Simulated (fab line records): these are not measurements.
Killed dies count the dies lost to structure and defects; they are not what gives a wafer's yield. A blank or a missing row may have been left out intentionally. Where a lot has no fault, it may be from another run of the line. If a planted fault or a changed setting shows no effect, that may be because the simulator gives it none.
Chamber matching :: flow n5-finfet :: N5_BEOL_M0_ETCH_128 on rie-diel-06: 4 sister chambers
The step etches SiCN in CF4/N2, target depth 12 nm, overetch 5.1 nm, time 21.4 s. 16 wafers are shown with their chamber, then 8 later ones without.

## EACH WAFER AND ITS CHAMBER
wafer: L076.1
chamber: 1
showerhead-plenum-p-Torr (Torr): 2.27
throttle-valve-pct (%): 15.74
oes-product-au (a.u.): 0.49

wafer: L076.2
chamber: 2
showerhead-plenum-p-Torr (Torr): 2.19
throttle-valve-pct (%): 15.39
oes-product-au (a.u.): 0.52

wafer: L076.6
chamber: 3
showerhead-plenum-p-Torr (Torr): 2.26
throttle-valve-pct (%): 15.36
oes-product-au (a.u.): 0.62

wafer: L079.3
chamber: 1
showerhead-plenum-p-Torr (Torr): 2.27
throttle-valve-pct (%): 15.72
oes-product-au (a.u.): 0.48

wafer: L079.4
chamber: 2
showerhead-plenum-p-Torr (Torr): 2.19
throttle-valve-pct (%): 15.40
oes-product-au (a.u.): 0.51

wafer: L079.6
chamber: 3
showerhead-plenum-p-Torr (Torr): 2.26
throttle-valve-pct (%): 15.36
oes-product-au (a.u.): 0.61

wafer: L081.2
chamber: 1
showerhead-plenum-p-Torr (Torr): 2.27
throttle-valve-pct (%): 15.75
oes-product-au (a.u.): 0.48

wafer: L081.3
chamber: 2
showerhead-plenum-p-Torr (Torr): 2.19
throttle-valve-pct (%): 15.40
oes-product-au (a.u.): 0.51

wafer: L081.5
chamber: 3
showerhead-plenum-p-Torr (Torr): 2.26
throttle-valve-pct (%): 15.38
oes-product-au (a.u.): 0.62

wafer: L083.1
chamber: 0
showerhead-plenum-p-Torr (Torr): 2.32
throttle-valve-pct (%): 15.49
oes-product-au (a.u.): 0.64

wafer: L083.2
chamber: 1
showerhead-plenum-p-Torr (Torr): 2.26
throttle-valve-pct (%): 15.75
oes-product-au (a.u.): 0.48

wafer: L083.3
chamber: 2
showerhead-plenum-p-Torr (Torr): 2.19
throttle-valve-pct (%): 15.42
oes-product-au (a.u.): 0.50

wafer: L086.4
chamber: 1
showerhead-plenum-p-Torr (Torr): 2.26
throttle-valve-pct (%): 15.77
oes-product-au (a.u.): 0.48

wafer: L086.5
chamber: 2
showerhead-plenum-p-Torr (Torr): 2.19
throttle-valve-pct (%): 15.42
oes-product-au (a.u.): 0.51

wafer: L086.6
chamber: 1
showerhead-plenum-p-Torr (Torr): 2.26
throttle-valve-pct (%): 15.76
oes-product-au (a.u.): 0.47

wafer: L092.1
chamber: 3
showerhead-plenum-p-Torr (Torr): 2.25
throttle-valve-pct (%): 15.42
oes-product-au (a.u.): 0.57

SIGNATURES (means of the wafers above)
reading: showerhead-plenum-p-Torr
chamber 0: 2.3200
chamber 1: 2.2650
chamber 2: 2.1900
chamber 3: 2.2575
scatter within a chamber: 0.00433

reading: throttle-valve-pct
chamber 0: 15.4900
chamber 1: 15.7483
chamber 2: 15.4060
chamber 3: 15.3800
scatter within a chamber: 0.0196

reading: oes-product-au
chamber 0: 0.6400
chamber 1: 0.4800
chamber 2: 0.5100
chamber 3: 0.6050
scatter within a chamber: 0.0132
Rule: for each reading, subtract the chamber's mean from the wafer's reading, divide by that reading's scatter and square the result; add these up over the readings and take the root, which gives the wafer's distance from the chamber. The wafer belongs to the nearest chamber; if the next one is less than 2 further off, it can't be placed. The scatter: take each reading less its chamber's mean, square it, sum over the shown wafers, divide by the number of wafers less the number of chambers, and take the root.

## WAFERS WITH NO CHAMBER GIVEN
wafer: L092.4
showerhead-plenum-p-Torr (Torr): 2.19
throttle-valve-pct (%): 15.43
oes-product-au (a.u.): 0.51

wafer: L092.5
showerhead-plenum-p-Torr (Torr): 2.19
throttle-valve-pct (%): 15.42
oes-product-au (a.u.): 0.52

wafer: L091.1
showerhead-plenum-p-Torr (Torr): 2.25
throttle-valve-pct (%): 15.41
oes-product-au (a.u.): 0.57

wafer: L091.3
showerhead-plenum-p-Torr (Torr): 2.19
throttle-valve-pct (%): 15.44
oes-product-au (a.u.): 0.60

wafer: L091.4
showerhead-plenum-p-Torr (Torr): 2.25
throttle-valve-pct (%): 15.42
oes-product-au (a.u.): 0.58

wafer: L093.1
showerhead-plenum-p-Torr (Torr): 2.18
throttle-valve-pct (%): 15.45
oes-product-au (a.u.): 0.50

wafer: L093.4
showerhead-plenum-p-Torr (Torr): 2.25
throttle-valve-pct (%): 15.43
oes-product-au (a.u.): 0.57

wafer: L093.5
showerhead-plenum-p-Torr (Torr): 2.31
throttle-valve-pct (%): 15.54
oes-product-au (a.u.): 0.52

## WHICH CHAMBER EACH WENT THROUGH
wafer: L092.4
from the rows above: 2
in truth: 2

wafer: L092.5
from the rows above: 2
in truth: 2

wafer: L091.1
from the rows above: 3
in truth: 3

wafer: L091.3
from the rows above: 2
in truth: 2

wafer: L091.4
from the rows above: 3
in truth: 3

wafer: L093.1
from the rows above: 2
in truth: 2

wafer: L093.4
from the rows above: 3
in truth: 3

wafer: L093.5
from the rows above: 0
in truth: 0
8 of 8 placed correctly. Number that these rows cannot place: 0. Placed wrongly: 0.
